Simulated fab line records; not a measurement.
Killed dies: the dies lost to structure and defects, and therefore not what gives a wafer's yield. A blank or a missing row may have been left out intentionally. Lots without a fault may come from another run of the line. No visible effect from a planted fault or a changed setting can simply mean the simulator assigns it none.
fab line records | flow n5Finfet | part 2 of 2: steps 5 to 6 of 6
record lots=20 wafers=60 lastDay=18
route steps=1938 shown DUMMY_GATE@232 SD_EPI_N@275
lots untouched by any fault: they come from a run of this same line in which no faults occurred
startH: hours from the record's opening day to when the first of the lot's shown wafers began | waitH: time in hours since the lot's previous step | " unchanged from the row above | L1.1+2: one row covering several wafers at once | - either no value or no given start | * or withheld: withheld | < > ~ a bound
route shown NAME@n: names a module that has steps shown in the file, with the first one's number in the route | usual: mean/standard deviation taken from wafers without a fault | same: alike in all rows | chamber/n: place in a boat | sites: per-site readings | _std_site: the standard deviation of these | _edge_site: outer sites' mean less inner sites' | radiusMm: for every site, how far away it sits from the centre of the wafer | mask NAME#n: copy n | behind: the most recent tool/chamber to have shaped the wafer | hold: cause of the lot's hold/its duration in hours/its outcome | device: transistor that didn't switch, given as n, p or np | end of line: tests run on the same wafers once the route is complete | for a step that has no rows: nothing shown but its recipe | killed: not the wafer's yield, but the dies lost to structure and defects at the first sort | map: dies across one wafer; x = killed, . = not, _ = none there
set.NAME: the setting as run; set.NAME@STEP: as run at that earlier step | model.NAME: the simulator's own value behind a step, which no gauge read
a sample of lots followed through the steps of the route, with each step as a table and each wafer as a row
services: from which hour (startH, from the record's first day; less than 0 if before it) a tool's chamber was out of use, for how many hours, and why
## steps
# step N5_DUMMY_GATE_STRIP_48
# recipe chemistry=N2/H2 timeS=20 powerW=100 tempC=40 pressureMtorr=100 rfFrequencyHz=6e+07 biasPowerW=3 n2FlowSccm=300 h2FlowSccm=300
# usual chamberPressureMTorr=100.01/0.12 drypumpMotorCurrentA=5.7/0.44 h2FlowSccm=300.1/0.97 oesProductAu=0.76/0.06 rfVppV=45.3/0.86 showerheadPlenumPTorr=3.39/0.12 throttleValvePct=12.30/0.24
# columns lot.wafer tool chamber startH waitH chamberPressureMTorr drypumpMotorCurrentA h2FlowSccm oesProductAu rfHoursCounterH rfVppV showerheadPlenumPTorr throttleValvePct
L074.2 rieDiel-04 1 47.32 0.0 100.11 5.5 300.1 0.73 180 46.0 3.51 12.75
L074.3 " 3 " " 100.02 6.0 299.4 0.72 185 44.3 3.49 12.21
L074.6 " 2 " " 99.87 5.9 299.7 0.93 - 46.2 3.43 11.77
L076.2 rieDiel-06 1 59.88 0.0 100.06 5.5 300.0 0.81 88 44.6 3.18 12.09
L076.3 " 3 " " 100.16 6.2 301.7 0.74 192 46.7 3.34 12.29
L076.5 " 3 " " 99.94 6.2 301.1 0.74 - 45.1 3.34 12.30
L077.3 rieDiel-01 0 64.80 0.0 100.00 6.2 300.0 0.72 172 44.7 3.21 12.43
L077.5 " 3 " " 100.14 6.0 301.5 0.70 - 44.5 3.35 12.25
L077.6 " 2 " " 100.12 5.1 300.8 0.80 - 46.2 3.52 12.14
L078.2 rieDiel-04 2 72.53 0.0 100.07 5.9 300.6 0.90 22 44.4 3.42 11.80
L078.4 " 3 " " 99.99 6.1 299.5 0.72 192 45.0 3.48 12.21
L078.6 " 1 " " 99.83 5.5 300.1 0.72 - 45.0 3.50 12.76
L079.2 rieDiel-01 2 77.33 0.0 99.91 5.1 299.6 0.80 118 45.1 3.51 12.13
L079.3 " 3 " " 99.96 5.9 300.8 0.71 209 44.9 3.35 12.27
L079.6 " 1 " " 99.86 6.4 298.8 0.78 - 45.0 3.39 12.37
L080.1 rieDiel-06 2 82.98 0.0 99.97 4.8 299.5 0.69 237 46.0 3.20 12.48
L080.3 " 3 " " 100.00 6.2 300.1 0.74 199 44.2 3.34 12.31
L080.5 " 2 " " 100.10 4.8 300.4 0.69 - 45.6 3.20 12.48
L081.1 rieDiel-04 0 88.95 0.0 99.90 5.3 300.8 0.78 139 45.8 3.50 12.16
L081.3 " 1 " " 100.05 5.5 299.7 0.72 193 46.6 3.50 12.78
L081.6 " 0 " " 99.69 5.3 301.4 0.79 - 46.5 3.50 12.16
L082.2 rieDiel-06 1 96.89 0.0 100.17 5.6 301.0 0.80 99 46.3 3.17 12.13
L082.3 " 3 " " 100.06 6.2 303.2 0.73 202 45.1 3.33 12.32
L082.5 " 3 " " 99.96 6.2 300.3 0.74 - 45.1 3.33 12.34
L084.1 rieDiel-04 1 111.82 0.0 100.03 5.4 299.0 0.72 200 46.5 3.50 12.80
L084.2 " 2 " " 99.91 5.9 299.5 0.88 34 46.4 3.42 11.83
L084.4 " 0 " " 99.83 5.4 300.5 0.77 146 44.3 3.50 12.18
L085.2 rieDiel-01 1 113.64 0.0 99.93 6.4 299.3 0.77 149 45.4 3.39 12.39
L085.3 " 3 " " 99.98 6.0 297.5 0.70 219 45.5 3.35 12.29
L085.5 " 3 " " 99.93 6.0 301.1 0.70 - 45.9 3.35 12.27
L086.1 rieDiel-01 3 123.95 0.0 100.03 5.9 301.0 0.69 222 44.2 3.35 12.29
L086.4 " 0 " " 100.16 6.2 299.7 0.71 185 44.4 3.21 12.47
L086.6 " 1 " " 100.03 6.4 299.4 0.76 - 44.6 3.39 12.39
L087.1 rieDiel-01 0 129.80 0.0 100.00 6.3 299.4 0.71 186 45.5 3.20 12.48
L087.4 " 1 " " 100.13 6.4 301.4 0.76 153 43.5 3.38 12.40
L087.5 " 3 " " 100.04 5.9 298.6 0.70 - 43.8 3.35 12.30
L088.2 rieDiel-06 0 134.06 0.0 100.15 5.6 300.8 0.75 174 45.4 3.49 12.42
L088.5 " 3 " " 100.07 6.2 298.5 0.73 - 42.7 3.33 12.33
L088.6 " 1 " " 99.99 5.6 301.2 0.81 - 44.4 3.17 12.13
L089.4 rieDiel-04 3 139.84 0.0 99.93 6.1 300.8 0.71 212 46.1 3.47 12.29
L089.5 " 0 " " 99.98 5.3 300.5 0.76 - 45.6 3.49 12.20
L089.6 " 1 " " 99.96 5.4 299.1 0.70 - 45.9 3.49 12.82
L090.1 rieDiel-04 1 144.90 0.0 100.04 5.4 299.8 0.70 208 45.4 3.49 12.82
L090.2 " 0 " " 99.98 5.3 299.0 0.77 155 46.5 3.49 12.20
L090.6 " 2 " " 99.85 5.9 299.9 0.88 - 45.0 3.41 11.85
L092.1 rieDiel-06 2 157.76 0.0 99.85 4.8 301.1 0.95 5 44.4 3.60 11.88
L092.2 " 0 " " 99.93 5.6 300.5 0.74 185 45.5 3.48 12.43
L092.6 " 1 " " 99.95 5.6 300.7 0.79 - 45.2 3.16 12.18
L093.1 rieDiel-06 1 161.53 0.0 100.87 5.6 300.5 0.78 122 45.3 3.16 12.18
L093.4 " 3 " " 100.01 6.2 299.9 0.71 225 44.1 3.32 12.38
L093.5 " 0 " " 100.16 5.6 300.1 0.74 - 46.6 3.48 12.44
L095.1 rieDiel-01 3 175.03 0.0 99.94 5.9 300.1 0.70 227 45.0 3.34 12.29
L095.2 " 0 " " 100.02 6.2 299.2 0.72 192 46.8 3.20 12.48
L095.4 " 1 " " 99.99 6.4 300.6 0.76 158 45.1 3.38 12.42
L096.2 rieDiel-04 3 182.41 0.0 99.96 6.0 300.7 0.69 229 44.4 3.46 12.32
L096.3 " 2 " " 100.06 5.9 300.8 0.83 59 45.0 3.40 11.89
L096.5 " 1 " " 99.99 5.4 300.2 0.69 - 44.3 3.48 12.84
L097.1 rieDiel-01 0 191.86 0.0 100.06 6.2 300.2 0.71 195 44.3 3.20 12.50
L097.3 " 3 " " 100.12 5.9 301.9 0.68 231 46.8 3.34 12.31
L097.5 " 3 " " 99.87 5.9 302.1 0.69 - 46.0 3.34 12.31
# step N5_SD_EPI_N_ETCH_35
# recipe chemistry=N2/H2 target=SOC overetchA=1080 maskMaterial=SiARC tempC=40 ionEnergyEv=100 sourceW=3000 biasW=133 pressureMtorr=20 timeS=486 n2FlowSccm=200 h2FlowSccm=200
# usual chamberPressureMTorr=20.000/0.018 drypumpMotorCurrentA=5.9/0.41 h2FlowSccm=199.9/0.69 oesProductAu=0.67/0.059 rfVppV=240.8/1.3 showerheadPlenumPTorr=2.54/0.082 throttleValvePct=23.78/0.21
# columns lot.wafer tool chamber startH waitH chamberPressureMTorr drypumpMotorCurrentA h2FlowSccm oesProductAu rfHoursCounterH rfVppV showerheadPlenumPTorr throttleValvePct
L074.2 rieDiel-02 3 48.57 0.0 20.002 5.9 199.4 0.85 3 240.7 2.48 23.62
L074.3 " 1 " " 20.018 5.4 200.0 0.69 138 242.5 2.67 23.80
L074.6 " 1 " " 20.000 5.4 200.6 0.69 - 243.8 2.67 23.81
L076.2 rieDiel-03 1 61.13 0.0 19.992 6.3 200.6 0.73 81 240.4 2.56 23.60
L076.3 " 3 " " 20.000 5.9 199.5 0.66 159 241.2 2.55 23.54
L076.5 " 2 " " 19.991 5.5 200.9 0.62 - 241.4 2.50 23.77
L077.3 rieDiel-03 3 66.25 0.0 20.011 6.0 200.7 0.67 160 239.0 2.55 23.53
L077.5 " 2 " " 20.013 5.5 199.5 0.62 - 241.8 2.50 23.77
L077.6 " 1 " " 20.027 6.3 200.3 0.73 - 242.1 2.55 23.59
L078.2 rieDiel-02 2 73.90 0.0 20.031 5.8 199.6 0.65 210 241.4 2.50 24.05
L078.4 " 3 " " 19.990 6.0 200.3 0.82 11 240.1 2.47 23.65
L078.6 " 1 " " 19.991 5.4 199.8 0.68 - 239.7 2.66 23.80
L079.2 rieDiel-03 1 78.70 0.0 19.974 6.4 199.0 0.72 87 241.8 2.55 23.60
L079.3 " 0 " " 19.985 6.3 198.8 0.62 206 239.3 2.51 23.77
L079.6 " 0 " " 20.000 6.3 200.3 0.63 - 240.0 2.51 23.76
L080.1 rieDiel-05 0 84.31 0.0 19.998 5.8 199.0 0.65 187 242.9 2.62 23.66
L080.3 " 2 " " 20.010 5.5 200.1 0.62 243 240.5 2.49 23.53
L080.5 " 2 " " 20.001 5.5 200.4 0.63 - 238.4 2.49 23.54
L081.1 rieDiel-02 1 91.04 0.0 19.984 5.4 200.2 0.68 152 242.5 2.66 23.82
L081.3 " 3 " " 19.987 6.0 200.7 0.80 17 239.0 2.47 23.66
L081.6 " 1 " " 19.972 5.4 200.1 0.67 - 243.2 2.66 23.83
L082.2 rieDiel-03 3 98.26 0.0 19.987 5.9 199.6 0.66 169 241.7 2.55 23.55
L082.3 " 2 " " 19.982 5.4 200.6 0.62 214 240.1 2.50 23.79
L082.5 " 3 " " 20.016 5.9 198.5 0.66 - 239.1 2.55 23.54
L084.1 rieDiel-03 2 113.83 0.0 20.007 5.5 200.5 0.61 219 241.1 2.49 23.79
L084.2 " 3 " " 19.991 5.9 200.5 0.65 174 239.9 2.55 23.55
L084.4 " 1 " " 19.995 6.4 200.5 0.71 98 241.8 2.55 23.62
L085.2 rieDiel-03 3 115.58 0.0 19.987 5.9 200.3 0.65 174 242.5 2.55 23.55
L085.3 " 1 " " 19.990 6.3 200.8 0.72 98 240.6 2.55 23.63
L085.5 " 2 " " 19.975 5.5 199.4 0.62 - 241.2 2.49 23.79
L086.1 rieDiel-05 1 127.29 0.0 20.000 5.1 200.4 0.64 205 242.1 2.62 23.79
L086.4 " 3 " " 20.000 6.5 199.4 0.64 - 241.6 2.64 24.24
L086.6 " 0 " " 19.976 5.8 199.0 0.65 - 242.2 2.61 23.68
L087.1 rieDiel-02 3 131.46 0.0 20.018 6.0 199.7 0.79 31 241.3 2.47 23.68
L087.4 " 2 " " 20.013 5.8 200.1 0.63 - 240.3 2.49 24.07
L087.5 " 3 " " 20.022 6.0 200.6 0.78 - 240.3 2.47 23.67
L088.2 rieDiel-03 2 135.99 0.0 20.015 5.4 199.9 0.61 226 240.8 2.49 23.79
L088.5 " 2 " " 20.001 5.4 200.1 0.61 - 239.7 2.49 23.80
L088.6 " 1 " " 19.975 6.4 199.7 0.71 - 241.2 2.55 23.63
L089.4 rieDiel-02 2 141.28 0.0 19.984 5.8 200.7 0.63 235 239.4 2.49 24.11
L089.5 " 1 " " 20.016 5.4 200.3 0.66 - 242.2 2.65 23.85
L089.6 " 2 " " 19.988 5.7 199.9 0.63 - 240.6 2.49 24.10
L090.1 rieDiel-02 0 146.33 0.0 19.998 6.3 200.9 0.68 135 238.5 2.34 23.76
L090.2 " 1 " " 20.004 5.4 199.5 0.67 172 241.2 2.65 23.84
L090.6 " 2 " " 19.973 5.8 200.4 0.62 - 240.7 2.49 24.09
L092.1 rieDiel-03 1 159.13 0.0 19.998 6.4 200.2 0.69 113 240.7 2.54 23.63
L092.2 " 3 " " 20.015 5.9 198.8 0.65 187 241.1 2.54 23.56
L092.6 " 0 " " 19.991 6.3 199.3 0.62 - 242.5 2.50 23.80
L093.1 rieDiel-05 2 162.90 0.0 20.008 5.5 199.6 0.83 12 239.3 2.48 23.35
L093.4 " 3 " " 19.988 6.5 199.7 0.63 199 242.3 2.64 24.26
L093.5 " 3 " " 20.030 6.5 200.8 0.63 - 242.4 2.64 24.25
L095.1 rieDiel-05 2 176.56 0.0 19.992 5.5 199.9 0.82 17 240.1 2.48 23.37
L095.2 " 1 " " 20.016 5.2 200.1 0.62 221 241.6 2.61 23.83
L095.4 " 0 " " 19.964 5.8 200.2 0.63 221 242.1 2.61 23.71
L096.2 rieDiel-05 3 184.74 0.0 20.008 6.5 199.6 0.63 205 241.6 2.63 24.26
L096.3 " 0 " " 19.993 5.8 198.8 0.63 223 240.3 2.61 23.72
L096.5 " 2 " " 20.014 5.5 199.9 0.81 - 240.1 2.48 23.36
L097.1 rieDiel-02 0 193.58 0.0 20.013 6.4 200.7 0.67 151 239.3 2.33 23.79
L097.3 " 1 " " 19.997 5.4 200.1 0.66 189 241.7 2.64 23.86
L097.5 " 3 " " 19.993 6.0 200.3 0.75 - 240.4 2.46 23.69
## services
# columns tool chamber startH hours kind
rieDiel-02 - 35.71 0.4 repair
rieDiel-04 0 62.99 3.1 repair
rieDiel-01 0 107.52 8.7 repair
rieDiel-05 2 109.16 - clean
rieDiel-05 2 109.16 - consumableReplace:focusRing
rieDiel-05 2 109.16 22.5 scheduledDown
rieDiel-05 2 109.16 22.5 ventCycle
rieDiel-06 2 130.38 - clean
rieDiel-06 2 130.38 - consumableReplace:focusRing
rieDiel-06 2 130.38 - consumableReplace:showerhead
rieDiel-06 2 130.38 17.2 scheduledDown
rieDiel-06 2 130.38 17.2 ventCycle
rieDiel-05 1 141.45 1.7 repair
rieDiel-01 - 142.97 28.1 pm
rieDiel-06 - 151.78 0.2 repair
rieDiel-02 2 188.84 - clean
rieDiel-02 2 188.84 - consumableReplace:focusRing
rieDiel-02 2 188.84 16.3 scheduledDown
rieDiel-02 2 188.84 16.3 ventCycle
